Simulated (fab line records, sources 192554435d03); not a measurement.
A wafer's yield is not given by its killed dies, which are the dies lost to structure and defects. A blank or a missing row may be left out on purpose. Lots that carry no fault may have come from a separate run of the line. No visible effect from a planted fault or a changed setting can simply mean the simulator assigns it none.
Which tool was responsible? + flow n5_finfet + 11 lots, 31 wafers sampled, at 5 steps of a route of 1938

WHAT THE GAUGES SHOWED, per wafer
N5_BEOL_M3_INSPECT_59: inspects for defects (darkfield). Usual: raw_defect_count 72, standard deviation 22.
| lot  | measured     | on                | raw_defect_count | flag |
|------|--------------|-------------------|------------------|------|
| L879 | day 9 03:04  | defect_inspect-02 | 72 101 89        |      |
| L880 | day 9 19:13  | defect_inspect-02 | 50 51 80         |      |
| L881 | day 10 01:11 | defect_inspect-02 | 73 43 68         |      |
| L883 | day 10 14:34 | defect_inspect-01 | 75 50 37         |      |
| L882 | day 10 20:43 | defect_inspect-02 | 70 72 88         |      |
| L889 | day 11 15:07 | defect_inspect-01 | 72 45 72         |      |
| L892 | day 11 23:07 | defect_inspect-01 | 62 94            |      |
| L893 | day 12 03:23 | defect_inspect-01 | 41 68 65         |      |
| L897 | day 13 17:58 | defect_inspect-01 | 47 107           |      |
| L901 | day 14 23:37 | defect_inspect-01 | 55 87 62         |      |
| L900 | day 15 08:43 | defect_inspect-01 | 62 63 97         |      |

N5_BEOL_M4_CD_MEAS_18: pitch 36 nm, target cd 18 nm. Usual: cd_nm 17.8 nm, standard deviation 0.46.
| lot  | measured     | on        | cd_nm (nm)     | flag |
|------|--------------|-----------|----------------|------|
| L879 | day 9 05:05  | cd_sem-02 | 17.5 18.3 18.0 |      |
| L880 | day 9 21:50  | cd_sem-01 | 17.7 18.0 17.8 |      |
| L881 | day 10 02:24 | cd_sem-03 | 17.3 17.9 17.8 |      |
| L883 | day 10 16:28 | cd_sem-03 | 17.5 18.3 17.7 |      |
| L882 | day 11 00:01 | cd_sem-02 | 18.2 18.5 18.3 |      |
| L889 | day 11 17:38 | cd_sem-01 | 17.4 17.7 18.8 |      |
| L892 | day 12 02:31 | cd_sem-01 | 18.3 17.4      |      |
| L893 | day 12 05:08 | cd_sem-03 | 17.5 17.8 18.4 |      |
| L897 | day 13 20:19 | cd_sem-02 | 16.9 18.4      |      |
| L901 | day 15 01:19 | cd_sem-01 | 16.8 18.8 17.6 |      |
| L900 | day 15 13:08 | cd_sem-03 | 17.7 18.8 17.4 |      |

N5_BEOL_M4_RC_MEAS_101. Usual: DIBL_N 37.1 mV/V, standard deviation 2.6; DIBL_P 38 mV/V, standard deviation 3; IOFF_N 0.18 nA/um, standard deviation 0.052; IOFF_P 0.25 nA/um, standard deviation 0.06; ION_N 678 uA/um, standard deviation 15; ION_P 467 uA/um, standard deviation 8.6; SS_N 71.7 mV/dec, standard deviation 0.73; SS_P 73.7 mV/dec, standard deviation 0.89; VT_N 249 mV, standard deviation 4.3; VT_P -248 mV, standard deviation 3.8.
| lot  | measured     | on        | DIBL_N (mV/V)  | DIBL_P (mV/V) | IOFF_N (nA/um) | IOFF_P (nA/um) | ION_N (uA/um) | ION_P (uA/um) | SS_N (mV/dec)  | SS_P (mV/dec)  | VT_N (mV)   | VT_P (mV)      | flag |
|------|--------------|-----------|----------------|---------------|----------------|----------------|---------------|---------------|----------------|----------------|-------------|----------------|------|
| L879 | day 10 12:04 | prober-02 | 34.6 40.1 36.5 | 36 42 38      | 0.13 0.26 0.17 | 0.18 0.29 0.22 | 657 688 667   | 448 468 459   | 70.1 72.2 72.0 | 72.9 74.8 72.7 | 253 242 249 | -255 -245 -251 |      |
| L880 | day 11 05:18 | prober-02 | 36.0 36.3 36.3 | 34 36 35      | 0.14 0.17 0.15 | 0.20 0.24 0.24 | 676 692 691   | 465 472 474   | 71.2 71.6 71.2 | 72.9 73.4 72.7 | 248 244 249 | -250 -246 -248 |      |
| L881 | day 11 17:44 | prober-01 | 37.3 36.6 36.6 | 39 36 38      | 0.21 0.16 0.18 | 0.29 0.23 0.29 | 708 683 682   | 478 467 476   | 71.3 72.1 70.9 | 74.5 73.8 74.0 | 242 248 243 | -242 -246 -243 |      |
| L883 | day 12 09:07 | prober-02 | 34.7 33.9 34.8 | 34 33 35      | 0.13 0.12 0.13 | 0.22 0.19 0.23 | 659 661 674   | 464 461 475   | 71.6 71.3 71.1 | 73.4 72.3 72.6 | 251 253 255 | -247 -251 -246 |      |
| L882 | day 12 18:28 | prober-02 | 40.6 38.6 39.5 | 39 38 37      | 0.20 0.19 0.19 | 0.30 0.30 0.26 | 661 674 692   | 466 477 475   | 73.0 71.6 71.4 | 74.1 74.0 73.9 | 248 247 248 | -244 -243 -247 |      |
| L889 | day 13 06:21 | prober-02 | 36.6 35.2 36.7 | 37 37 37      | 0.17 0.15 0.16 | 0.21 0.21 0.21 | 681 683 671   | 462 474 460   | 72.2 71.9 71.5 | 73.4 73.5 73.6 | 250 251 250 | -248 -249 -251 |      |
| L892 | day 14 04:31 | prober-02 | 33.3 38.4      | 34 41         | 0.11 0.22      | 0.17 0.30      | 652 685       | 459 471       | 71.0 72.6      | 72.6 74.4      | 257 246     | -252 -246      |      |
| L893 | day 14 05:19 | prober-01 | 34.6 38.4 40.5 | 36 38 41      | 0.12 0.18 0.23 | 0.22 0.24 0.32 | 669 671 693   | 471 469 476   | 71.3 71.9 72.6 | 73.4 73.8 74.8 | 256 250 246 | -249 -248 -243 |      |
| L897 | day 15 12:39 | prober-01 | 35.4 35.1      | 38 38         | 0.15 0.15      | 0.20 0.21      | 669 669       | 457 460       | 71.1 71.3      | 73.4 73.4      | 253 251     | -252 -251      |      |
| L901 | day 16 15:21 | prober-02 | 39.7 40.2 38.0 | 42 42 39      | 0.26 0.25 0.22 | 0.32 0.33 0.26 | 694 682 681   | 474 475 466   | 72.8 72.6 72.4 | 75.2 74.5 74.2 | 241 246 245 | -245 -245 -246 |      |
| L900 | day 16 07:49 | prober-02 | 36.5 37.0 38.3 | 39 39 41      | 0.19 0.19 0.23 | 0.26 0.26 0.30 | 704 674 700   | 484 462 477   | 71.2 72.0 71.3 | 74.6 73.8 74.7 | 244 248 245 | -243 -248 -248 |      |

TOOL THAT RAN EACH LOT (tool first, then ch and the chambers of the sampled wafers, then the start)
| lot  | N5_BEOL_M3_CO_CAP_55             | N5_BEOL_M4_ALD_98                 |
|------|----------------------------------|-----------------------------------|
| L879 | cvd_co-01 ch 0, day 9 02:49      | ald_sin-04 ch 0,2,3, day 9 05:40  |
| L880 | cvd_co-01 ch 1,2, day 9 19:00    | ald_sin-04 ch 0,1, day 9 22:25    |
| L881 | cvd_co-01 ch 0,1,2, day 10 00:58 | ald_sin-01 ch 1,2, day 10 03:06   |
| L883 | cvd_co-01 ch 0,1, day 10 14:22   | ald_sin-04 ch 1,2, day 10 17:07   |
| L882 | cvd_co-02 ch 0,1,2, day 10 20:31 | ald_sin-04 ch 0,1,3, day 11 01:15 |
| L889 | cvd_co-02 ch 0,1,2, day 11 14:54 | ald_sin-01 ch 0,1,2, day 11 18:20 |
| L892 | cvd_co-02 ch 1,2, day 11 22:56   | ald_sin-01 ch 1,2, day 12 03:40   |
| L893 | cvd_co-01 ch 1,2, day 12 03:10   | ald_sin-01 ch 0,3, day 12 05:59   |
| L897 | cvd_co-02 ch 0,1, day 13 17:46   | ald_sin-01 ch 0,2, day 13 22:17   |
| L901 | cvd_co-01 ch 1,2, day 14 23:25   | ald_sin-04 ch 1,2,3, day 15 01:53 |
| L900 | cvd_co-01 ch 1,2, day 15 08:28   | ald_sin-04 ch 0,1,2, day 15 13:47 |
- N5_BEOL_M3_CO_CAP_55: material Co, precursor CCTBA/H2, target thk 2 nm, time 102.1 s.
- N5_BEOL_M4_ALD_98: deposits SiO2, target thk 2.5 nm, pulse time 1 s, co reactant pulse time 1 s.

AS READ BY THE TOOLS THEMSELVES (means over the sampled wafers that have a number; for cases with no such wafer, the mark the record gives instead)
N5_BEOL_M3_CO_CAP_55. Usual: heater_power_w 252 W, standard deviation 27.
| lot  | tool      | heater_power_w (W) | flag |
|------|-----------|--------------------|------|
| L879 | cvd_co-01 | 213                |      |
| L880 | cvd_co-01 | 249                |      |
| L881 | cvd_co-01 | 230                |      |
| L883 | cvd_co-01 | 243                |      |
| L882 | cvd_co-02 | 269                |      |
| L889 | cvd_co-02 | 269                |      |
| L892 | cvd_co-02 | 284                |      |
| L893 | cvd_co-01 | 249                |      |
| L897 | cvd_co-02 | 266                |      |
| L901 | cvd_co-01 | 251                |      |
| L900 | cvd_co-01 | 242                |      |

N5_BEOL_M4_ALD_98. Usual: heater_power_w 77 W, standard deviation 8; precursor_pulse_height_rel 0.997, standard deviation 0.017.
| lot  | tool       | heater_power_w (W) | precursor_pulse_height_rel | flag |
|------|------------|--------------------|----------------------------|------|
| L879 | ald_sin-04 | 75                 | 0.983                      |      |
| L880 | ald_sin-04 | 72                 | 0.979                      |      |
| L881 | ald_sin-01 | 79                 | 1.001                      |      |
| L883 | ald_sin-04 | 70                 | 1.005                      |      |
| L882 | ald_sin-04 | 69                 | 1.005                      |      |
| L889 | ald_sin-01 | 81                 | 1.001                      |      |
| L892 | ald_sin-01 | 82                 | 1.010                      |      |
| L893 | ald_sin-01 | 75                 | 0.989                      |      |
| L897 | ald_sin-01 | 74                 | 1.006                      |      |
| L901 | ald_sin-04 | 70                 | 1.004                      |      |
| L900 | ald_sin-04 | 72                 | 0.989                      |      |

THE ANSWER, worked out from the rows above alone
Rule: a lot counts as off when the mean over its wafers that have a number is more than 3 standard deviations away from the usual mean. A lot without any number at a reading at which 4 lots or more have one is off too. All remaining lots with rows at the step are treated as sound. After the gauges, taken in route order, come the tools' own readings; for these a lot's mean is taken, as printed above. At the first step where some lot is off, the reading lying furthest off is the one used; lots without a number count as furthest.
Nothing can be told from this: no lot is off at any reading shown.

WHAT THE SIMULATOR PUT IN
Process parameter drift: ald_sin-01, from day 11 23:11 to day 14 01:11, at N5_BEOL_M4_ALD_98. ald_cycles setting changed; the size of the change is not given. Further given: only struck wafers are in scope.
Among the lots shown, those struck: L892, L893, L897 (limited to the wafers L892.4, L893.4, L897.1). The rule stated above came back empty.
